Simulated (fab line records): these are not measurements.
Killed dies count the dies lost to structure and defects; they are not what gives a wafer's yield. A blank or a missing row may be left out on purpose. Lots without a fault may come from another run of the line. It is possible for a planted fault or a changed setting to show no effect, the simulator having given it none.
fab line records -- flow n5_finfet
record: lots: 9, wafers: 27, last_day: 18
route steps=1938 shown BEOL_M5@1130
lots that met no fault: from a run of the same line without faults
start_h: hours from the record's first day to the start of the lot's first wafer shown -- wait_h: hours elapsed since this lot's preceding step -- " identical to the entry in the row above -- L1.1+2: a single row standing in for several wafers -- - no value, or no start was given -- * or withheld: withheld -- < > ~ a bound
route shown NAME@n: names a module that has steps shown in the file, with the first one's number in the route -- usual: mean/standard deviation of fault-free wafers -- same: alike in all rows -- chamber/n: place in a boat -- sites: per-site readings -- _std_site: standard deviation of those values -- _edge_site: the outer-site mean with the inner-site mean subtracted -- radius_mm: for every site, how far away it sits from the centre of the wafer -- mask NAME#n: copy n -- behind: tool/chamber where the wafer was last shaped -- hold: why the lot went on hold/how many hours it stayed there/how the hold came to an end -- device: the n, p or np transistor that did not switch -- end of line: the tests these same wafers got at the end of their route -- a step without rows: its recipe alone -- killed: dies that structure and defects cost at the first sort, which is not the same as the wafer's yield -- map: dies across one wafer; x = killed, . = not, _ = none there
set.NAME: setting as actually run; set.NAME@STEP: the setting as run at that earlier step -- model.NAME: the simulator's own value behind a step, which no gauge read
the route's steps for a sample of lots (tables are steps, rows are wafers)
services: from which hour (start_h, from the record's first day; less than 0 if before it) a tool's chamber was out of use, for how many hours, and why
== steps ==
step: N5_BEOL_M5_ETCH_72
recipe: chemistry: N2/H2, target: underlayer, target_depth_a: 65, mask_material: CAR-EUV, time_s: 5.2, ion_energy_ev: 200, pressure_mtorr: 30, source_w: 840, bias_w: 150, n2_flow_sccm: 200, h2_flow_sccm: 200, ends: cleared
usual: bias_w: 149.9/0.44, drypump_motor_current_A: 5.7/0.39, etch_rf_on_time_s: 5.21/0.081, h2_flow_sccm: 199.9/0.55, oes_product_au: 0.65/0.064, rf_vpp_V: 523.6/2.5, showerhead_plenum_p_Torr: 2.53/0.08, throttle_valve_pct: 17.92/0.23
lot.wafer,tool,chamber,start_h,wait_h,bias_w,drypump_motor_current_A,etch_rf_on_time_s,h2_flow_sccm,oes_product_au,rf_hours_counter_h,rf_vpp_V,showerhead_plenum_p_Torr,throttle_valve_pct
L830.2,rie_diel-06,3,200.44,0.0,150.1,5.2,5.30,199.3,0.63,169,526.5,2.64,17.61
L830.3,rie_diel-06,1,200.44,0.0,150.0,5.8,5.31,200.3,0.62,154,520.7,2.43,17.93
L830.6,rie_diel-06,2,200.44,0.0,149.5,5.9,5.30,199.4,0.61,-,526.5,2.62,17.90
L831.3,rie_diel-05,0,207.62,0.0,149.8,6.0,5.36,200.6,0.61,202,526.7,2.62,18.27
L831.4,rie_diel-05,3,207.62,0.0,149.8,5.6,5.22,199.4,0.70,94,522.7,2.46,17.57
L831.5,rie_diel-05,2,207.62,0.0,149.4,5.1,5.22,200.2,0.73,-,524.3,2.57,17.62
L833.2,rie_diel-05,3,228.87,0.0,149.7,5.7,5.13,200.6,0.71,100,522.6,2.46,17.57
L833.5,rie_diel-05,3,228.87,0.0,149.8,5.6,5.17,199.0,0.70,-,520.7,2.46,17.55
L833.6,rie_diel-05,0,228.87,0.0,149.9,6.0,5.32,199.9,0.61,-,525.0,2.62,18.31
L835.1,rie_diel-04,2,229.47,0.0,149.7,6.5,5.15,200.3,0.79,16,522.3,2.47,17.89
L835.3,rie_diel-04,1,229.47,0.0,150.1,5.9,5.22,199.5,0.57,246,524.6,2.61,17.95
L835.5,rie_diel-04,2,229.47,0.0,150.0,6.5,5.07,199.8,0.79,-,522.1,2.47,17.90
L834.3,rie_diel-05,1,235.46,0.0,149.8,5.6,5.20,200.8,0.59,202,519.6,2.42,18.07
L834.4,rie_diel-05,1,235.46,0.0,150.1,5.5,5.15,201.0,0.60,-,519.3,2.42,18.03
L834.6,rie_diel-05,3,235.46,0.0,150.0,5.7,5.25,200.3,0.69,-,522.6,2.46,17.58
L839.3,rie_diel-04,2,258.72,0.0,149.7,6.5,5.15,200.3,0.78,26,521.3,2.47,17.91
L839.5,rie_diel-04,2,258.72,0.0,150.1,6.5,5.15,200.3,0.77,-,521.3,2.47,17.92
L839.6,rie_diel-04,3,258.72,0.0,150.0,5.1,5.24,200.1,0.63,-,523.7,2.54,18.21
L840.1,rie_diel-04,0,260.33,0.0,149.3,5.6,5.09,200.1,0.70,85,520.6,2.47,17.92
L840.4,rie_diel-04,3,260.33,0.0,149.9,5.1,5.23,199.9,0.65,-,524.2,2.54,18.22
L840.5,rie_diel-04,2,260.33,0.0,149.7,6.5,5.12,200.0,0.75,-,521.0,2.47,17.93
L845.1,rie_diel-06,0,317.93,0.0,150.2,5.8,5.12,200.6,0.77,28,522.3,2.60,17.50
L845.5,rie_diel-06,1,317.93,0.0,150.4,5.7,5.30,199.8,0.60,-,521.4,2.42,18.01
L845.6,rie_diel-06,2,317.93,0.0,150.2,5.9,5.34,199.9,0.58,-,527.0,2.61,17.93
L846.1,rie_diel-06,0,318.16,0.0,150.1,5.8,5.08,200.4,0.78,28,523.8,2.60,17.50
L846.3,rie_diel-06,2,318.16,0.0,149.3,5.9,5.30,199.7,0.58,247,526.0,2.60,17.95
L846.5,rie_diel-06,1,318.16,0.0,150.3,5.7,5.29,199.6,0.60,-,521.9,2.42,18.03
step: N5_BEOL_M5_ETCH_61
recipe: chemistry: CF4, target: SiARC, target_depth_a: 156, mask_material: CAR-EUV, time_s: 26, ion_energy_ev: 80, pressure_mtorr: 40, source_w: 545, bias_w: 36, Ar_flow_sccm: 100, cf4_flow_sccm: 100, ends: cleared
usual: bias_w: 36.00/0.11, drypump_motor_current_A: 5.7/0.4, etch_rf_on_time_s: 26.1/0.42, oes_product_au: 0.65/0.065, rf_vpp_V: 184.0/1.1, showerhead_plenum_p_Torr: 2.13/0.065, throttle_valve_pct: 15.72/0.21
lot.wafer,tool,chamber,start_h,wait_h,bias_w,drypump_motor_current_A,etch_rf_on_time_s,oes_product_au,rf_hours_counter_h,rf_vpp_V,showerhead_plenum_p_Torr,throttle_valve_pct
L830.2,rie_diel-06,3,200.46,0.0,35.95,5.2,26.2,0.64,169,184.9,2.22,15.51
L830.3,rie_diel-06,1,200.46,0.0,36.02,5.8,26.3,0.63,154,182.5,2.05,15.80
L830.6,rie_diel-06,2,200.46,0.0,35.95,5.9,26.4,0.60,-,184.2,2.21,15.76
L831.3,rie_diel-05,0,207.64,0.0,35.98,5.9,26.7,0.61,202,183.2,2.21,16.05
L831.4,rie_diel-05,3,207.64,0.0,36.04,5.7,26.1,0.71,94,183.1,2.08,15.36
L831.5,rie_diel-05,2,207.64,0.0,35.79,5.1,26.1,0.73,-,183.5,2.17,15.50
L833.2,rie_diel-05,3,228.89,0.0,35.93,5.6,25.8,0.71,100,184.5,2.07,15.37
L833.5,rie_diel-05,3,228.89,0.0,35.98,5.6,25.9,0.69,-,183.2,2.07,15.39
L833.6,rie_diel-05,0,228.89,0.0,35.94,6.0,26.6,0.60,-,183.1,2.20,16.07
L835.1,rie_diel-04,2,229.49,0.0,36.02,6.5,25.5,0.79,16,183.4,2.09,15.63
L835.3,rie_diel-04,1,229.49,0.0,36.21,5.9,26.3,0.57,246,184.6,2.20,15.85
L835.5,rie_diel-04,2,229.49,0.0,35.97,6.5,25.4,0.80,-,183.1,2.09,15.63
L834.3,rie_diel-05,1,235.48,0.0,36.06,5.5,25.9,0.60,202,183.8,2.04,15.80
L834.4,rie_diel-05,1,235.48,0.0,36.09,5.5,25.9,0.59,-,182.9,2.04,15.78
L834.6,rie_diel-05,3,235.48,0.0,36.07,5.6,26.3,0.69,-,182.1,2.07,15.40
L839.3,rie_diel-04,2,258.74,0.0,35.95,6.5,25.5,0.78,26,183.4,2.08,15.65
L839.5,rie_diel-04,2,258.74,0.0,35.86,6.5,25.5,0.77,-,183.4,2.08,15.66
L839.6,rie_diel-04,3,258.74,0.0,36.01,5.1,26.1,0.64,-,184.7,2.14,15.94
L840.1,rie_diel-04,0,260.35,0.0,35.89,5.6,25.6,0.69,85,183.0,2.08,15.66
L840.4,rie_diel-04,3,260.35,0.0,36.01,5.1,25.9,0.64,-,184.9,2.14,15.94
L840.5,rie_diel-04,2,260.35,0.0,36.08,6.5,25.4,0.77,-,182.5,2.08,15.66
L845.1,rie_diel-06,0,317.95,0.0,36.10,5.7,25.8,0.77,28,185.5,2.18,15.15
L845.5,rie_diel-06,1,317.95,0.0,36.05,5.8,26.9,0.59,-,182.5,2.04,15.89
L845.6,rie_diel-06,2,317.95,0.0,35.88,5.9,26.8,0.58,-,184.9,2.20,15.83
L846.1,rie_diel-06,0,318.18,0.0,35.99,5.7,25.5,0.78,28,183.8,2.18,15.16
L846.3,rie_diel-06,2,318.18,0.0,36.09,6.0,26.2,0.58,247,186.2,2.20,15.84
L846.5,rie_diel-06,1,318.18,0.0,36.18,5.7,26.5,0.60,-,183.2,2.04,15.87
step: N5_BEOL_M5_ETCH_67
recipe: chemistry: CF4, target: SiARC, target_depth_a: 156, mask_material: CAR-EUV, time_s: 26, ion_energy_ev: 80, pressure_mtorr: 40, source_w: 545, bias_w: 36, Ar_flow_sccm: 100, cf4_flow_sccm: 100, ends: cleared
usual: bias_w: 35.98/0.12, drypump_motor_current_A: 5.7/0.4, etch_rf_on_time_s: 26.0/0.45, oes_product_au: 0.66/0.071, rf_vpp_V: 184.0/1, showerhead_plenum_p_Torr: 2.14/0.065, throttle_valve_pct: 15.69/0.22
lot.wafer,tool,chamber,start_h,wait_h,bias_w,drypump_motor_current_A,etch_rf_on_time_s,oes_product_au,rf_hours_counter_h,rf_vpp_V,showerhead_plenum_p_Torr,throttle_valve_pct
L830.2,rie_diel-06,3,202.04,0.0,36.10,5.2,26.2,0.64,170,184.1,2.22,15.50
L830.3,rie_diel-06,0,202.04,0.0,35.84,5.7,25.9,0.59,248,185.7,2.19,15.59
L830.6,rie_diel-06,1,202.04,0.0,35.75,5.8,26.5,0.62,-,184.7,2.05,15.80
L831.3,rie_diel-04,1,208.57,0.0,36.03,5.9,25.7,0.58,240,184.5,2.20,15.84
L831.4,rie_diel-04,0,208.57,0.0,36.12,5.6,25.4,0.71,68,183.1,2.09,15.62
L831.5,rie_diel-04,0,208.57,0.0,35.86,5.6,25.5,0.71,-,184.2,2.09,15.63
L833.2,rie_diel-04,2,231.31,0.0,35.88,6.5,25.5,0.79,17,183.7,2.09,15.64
L833.5,rie_diel-04,0,231.31,0.0,35.94,5.6,25.5,0.71,-,182.9,2.09,15.65
L833.6,rie_diel-04,3,231.31,0.0,35.85,5.1,26.2,0.65,-,182.4,2.14,15.92
L835.1,rie_diel-04,1,231.70,0.0,36.08,5.9,26.2,0.57,247,184.7,2.20,15.86
L835.3,rie_diel-04,3,231.70,0.0,35.80,5.1,26.0,0.66,158,183.7,2.14,15.93
L835.5,rie_diel-04,2,231.70,0.0,35.97,6.5,25.6,0.79,-,183.8,2.09,15.65
L834.3,rie_diel-06,0,237.64,0.0,35.80,5.7,25.6,0.83,4,184.3,2.19,15.11
L834.4,rie_diel-06,2,237.64,0.0,36.02,5.9,26.4,0.60,222,184.7,2.21,15.80
L834.6,rie_diel-06,0,237.64,0.0,35.85,5.8,25.4,0.84,-,184.3,2.19,15.12
L839.3,rie_diel-04,2,263.12,0.0,35.99,6.5,25.2,0.78,29,182.7,2.08,15.66
L839.5,rie_diel-04,0,263.12,0.0,36.02,5.6,25.2,0.69,-,183.2,2.08,15.67
L839.6,rie_diel-04,2,263.12,0.0,36.07,6.5,25.2,0.77,-,181.4,2.08,15.66
L840.1,rie_diel-04,3,264.03,0.0,35.95,5.1,26.3,0.64,171,184.4,2.14,15.95
L840.4,rie_diel-04,0,264.03,0.0,35.93,5.6,25.6,0.68,-,183.6,2.08,15.67
L840.5,rie_diel-04,3,264.03,0.0,35.90,5.1,26.3,0.64,-,184.0,2.14,15.94
L845.1,rie_diel-04,2,320.21,0.0,36.22,6.5,25.3,0.75,42,184.3,2.08,15.68
L845.5,rie_diel-04,3,320.21,0.0,36.04,5.1,26.2,0.63,-,184.5,2.13,15.96
L845.6,rie_diel-04,0,320.21,0.0,36.03,5.6,25.6,0.68,-,183.1,2.08,15.70
L846.1,rie_diel-05,1,320.26,0.0,35.82,5.5,26.3,0.58,230,181.9,2.03,15.83
L846.3,rie_diel-05,2,320.26,0.0,36.25,5.1,26.3,0.69,89,185.0,2.16,15.59
L846.5,rie_diel-05,0,320.26,0.0,36.23,6.0,27.4,0.57,-,184.7,2.19,16.13
step: N5_BEOL_M5_VIA_ETCH_34
recipe: chemistry: C4F6/O2, target: SiCOH_lowk, target_depth_a: 883, mask_material: SOC, taper_deg: 4, time_s: 39.2, ion_energy_ev: 250, pressure_mtorr: 30, source_w: 345, bias_w: 185, Ar_flow_sccm: 300, C4F6_flow_sccm: 10, O2_flow_sccm: 10
usual: bias_w: 185.0/0.55, drypump_motor_current_A: 5.7/0.4, oes_ar_750_au: 0.77/0.078, oes_product_au: 0.77/0.082, rf_vpp_V: 667/8.5, showerhead_plenum_p_Torr: 2.84/0.089, throttle_valve_pct: 20.94/0.22
lot.wafer,tool,chamber,start_h,wait_h,bias_w,drypump_motor_current_A,oes_ar_750_au,oes_product_au,rf_hours_counter_h,rf_vpp_V,showerhead_plenum_p_Torr,throttle_valve_pct
L830.2,rie_diel-06,3,202.17,0.0,184.8,5.2,0.75,0.74,170,674,2.96,20.69
L830.3,rie_diel-06,0,202.17,0.0,184.8,5.7,0.70,0.68,248,671,2.92,20.76
L830.6,rie_diel-06,1,202.17,0.0,184.5,5.8,0.72,0.73,-,658,2.73,21.06
L831.3,rie_diel-04,1,208.70,0.0,184.6,5.9,0.68,0.68,240,677,2.93,21.07
L831.4,rie_diel-04,0,208.70,0.0,185.2,5.6,0.81,0.83,68,669,2.77,20.94
L831.5,rie_diel-04,0,208.70,0.0,185.6,5.6,0.82,0.83,-,667,2.77,20.94
L833.2,rie_diel-04,2,231.44,0.0,184.8,6.5,0.92,0.93,17,656,2.77,20.96
L833.5,rie_diel-04,0,231.44,0.0,185.6,5.6,0.81,0.82,-,669,2.77,20.93
L833.6,rie_diel-04,3,231.44,0.0,185.5,5.1,0.77,0.76,-,656,2.85,21.23
L835.1,rie_diel-04,1,231.82,0.0,162.5,5.9,0.67,0.65,247,612,2.93,21.08
L835.3,rie_diel-04,3,231.82,0.0,163.4,5.1,0.75,0.74,158,591,2.85,21.21
L835.5,rie_diel-04,2,231.82,0.0,162.9,6.5,0.90,0.90,-,594,2.77,20.96
L834.3,rie_diel-06,0,237.77,0.0,185.4,5.7,0.98,0.97,4,672,2.91,20.44
L834.4,rie_diel-06,2,237.77,0.0,185.9,5.9,0.70,0.70,222,680,2.93,21.01
L834.6,rie_diel-06,0,237.77,0.0,185.3,5.7,0.97,0.96,-,671,2.91,20.44
L839.3,rie_diel-04,2,263.25,0.0,163.1,6.5,0.89,0.87,29,594,2.76,20.99
L839.5,rie_diel-04,0,263.25,0.0,163.0,5.6,0.79,0.78,-,604,2.76,20.95
L839.6,rie_diel-04,2,263.25,0.0,162.1,6.5,0.88,0.87,-,595,2.76,20.98
L840.1,rie_diel-04,3,264.16,0.0,163.4,5.1,0.75,0.72,171,593,2.85,21.25
L840.4,rie_diel-04,0,264.16,0.0,163.9,5.6,0.80,0.78,-,605,2.76,20.95
L840.5,rie_diel-04,3,264.16,0.0,162.7,5.1,0.75,0.72,-,593,2.85,21.23
L845.1,rie_diel-04,2,320.34,0.0,184.7,6.5,0.87,0.88,42,656,2.76,21.00
L845.5,rie_diel-04,3,320.34,0.0,185.0,5.1,0.74,0.73,-,655,2.84,21.27
L845.6,rie_diel-04,0,320.34,0.0,184.9,5.6,0.78,0.78,-,668,2.76,20.97
L846.1,rie_diel-05,1,320.39,0.0,184.7,5.5,0.68,0.68,230,670,2.70,21.05
L846.3,rie_diel-05,2,320.39,0.0,185.5,5.1,0.82,0.82,89,660,2.87,20.86
L846.5,rie_diel-05,0,320.39,0.0,184.7,6.0,0.69,0.68,-,667,2.92,21.36
== services ==
tool,chamber,start_h,hours,kind
rie_diel-06,0,208.32,-,clean
rie_diel-06,0,208.32,-,consumable_replace:focus_ring
rie_diel-06,0,208.32,17.7,scheduled_down
rie_diel-06,0,208.32,17.7,vent_cycle
rie_diel-04,1,244.83,-,clean
rie_diel-04,1,244.83,-,consumable_replace:focus_ring
rie_diel-04,1,244.83,22.6,scheduled_down
rie_diel-04,1,244.83,22.6,vent_cycle
rie_diel-04,-,284.96,14.6,pm
== key ==
first_sign: step: N5_BEOL_M5_VIA_ETCH_34, reading: bias_w, direction: down, sigmas: 40, usual: *, struck: *
effect: step: N5_BEOL_M5_VIA_ETCH_34, reading: rf_vpp_V, direction: down, sigmas: 8.1, usual: 667, struck: 598
met_at N5_BEOL_M5_VIA_ETCH_34
struck_lots L835,L839,L840
not_acting_at N5_BEOL_M5_ETCH_72,N5_BEOL_M5_ETCH_61,N5_BEOL_M5_ETCH_67
onset_between 231.44 231.82
fault: kind: process_parameter_drift, tool: rie_diel-04, chamber: -, onset_h: 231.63, steps: N5_BEOL_M5_VIA_ETCH_34, channel: bias_w, offset: *, shape: step, end_h: 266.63, acts_in: *, stated: *
